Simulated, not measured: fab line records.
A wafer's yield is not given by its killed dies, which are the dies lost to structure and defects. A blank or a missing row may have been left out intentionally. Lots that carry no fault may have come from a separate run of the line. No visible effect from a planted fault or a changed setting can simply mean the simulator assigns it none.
Matching of chambers + flow nandHarc + NHARC_P_BONDPAD_DESCUM_11 on rieDiel-06: 4 sister chambers
The step chemistry O2, time 3 s. 16 wafers are shown with their chamber, then 8 later ones without.

== EACH WAFER AND ITS CHAMBER ==
| wafer  | chamber | drypumpMotorCurrentA (A) | rfVppV (V) | throttleValvePct (%) |
|--------|---------|--------------------------|------------|----------------------|
| L950.2 | 3       | 5.55                     | 57.6       | 11.314               |
| L950.5 | 2       | 5.85                     | 56.7       | 11.305               |
| L950.6 | 1       | 5.61                     | 56.5       | 11.316               |
| L952.1 | 3       | 5.54                     | 58.6       | 11.315               |
| L952.4 | 2       | 5.85                     | 57.0       | 11.318               |
| L952.6 | 0       | 5.54                     | 57.6       | 11.299               |
| L953.1 | 0       | 5.55                     | 56.8       | 11.315               |
| L953.4 | 2       | 5.86                     | 56.9       | 11.310               |
| L953.6 | 3       | 5.57                     | 57.9       | 11.307               |
| L963.1 | 3       | 5.55                     | 58.8       | 11.316               |
| L963.2 | 2       | 5.84                     | 58.0       | 11.287               |
| L963.5 | 3       | 5.55                     | 57.2       | 11.312               |
| L966.3 | 3       | 5.58                     | 58.5       | 11.318               |
| L966.4 | 2       | 5.85                     | 57.3       | 11.303               |
| L966.5 | 0       | 5.54                     | 57.7       | 11.302               |
| L967.1 | 1       | 5.61                     | 57.2       | 11.323               |

SIGNATURES (means of the wafers above)
| reading              | chamber 0 | chamber 1 | chamber 2 | chamber 3 | scatter within a chamber |
|----------------------|-----------|-----------|-----------|-----------|--------------------------|
| drypumpMotorCurrentA | 5.5433    | 5.6100    | 5.8500    | 5.5567    | 0.0108                   |
| rfVppV               | 57.367    | 56.850    | 57.180    | 58.100    | 0.56                     |
| throttleValvePct     | 11.30533  | 11.31950  | 11.30460  | 11.31367  | 0.00798                  |
Rule: distance of a wafer from a chamber = root of the sum over the readings of ((wafer's reading minus chamber's mean) / reading's scatter) squared. If the next closest chamber is less than 2 further off than the closest, the wafer can't be placed; otherwise it belongs to the closest. How the scatter is found: for the shown wafers, subtract from each reading the mean of its chamber, square and add these, divide the total by (wafers less chambers), then take the root.

== WAFERS WHOSE CHAMBER IS MISSING ==
| wafer  | drypumpMotorCurrentA (A) | rfVppV (V) | throttleValvePct (%) |
|--------|--------------------------|------------|----------------------|
| L967.5 | 5.55                     | 59.5       | 11.311               |
| L967.6 | 5.86                     | 56.4       | 11.292               |
| L968.1 | 5.58                     | 58.2       | 11.310               |
| L968.2 | 5.86                     | 57.8       | 11.299               |
| L968.3 | 5.51                     | 57.4       | 11.321               |
| L969.3 | 5.60                     | 56.9       | 11.296               |
| L969.4 | 5.85                     | 59.6       | 11.317               |
| L969.6 | 5.57                     | 57.3       | 11.309               |

== WHICH CHAMBER EACH ONE RAN IN ==
| wafer  | from the rows above          | in truth |
|--------|------------------------------|----------|
| L967.5 | can't be placed: 3 or 0      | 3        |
| L967.6 | 2                            | 2        |
| L968.1 | can't be placed: 3 or 0 or 1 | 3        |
| L968.2 | 2                            | 2        |
| L968.3 | can't be placed: 0 or 3      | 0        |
| L969.3 | can't be placed: 1 or 3      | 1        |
| L969.4 | 2                            | 2        |
| L969.6 | can't be placed: 3 or 0      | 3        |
Correct placement for 3 of the 8. Cannot be placed on the basis of these rows: 5; the candidates contain the true chamber in 5. Placed wrongly: 0.
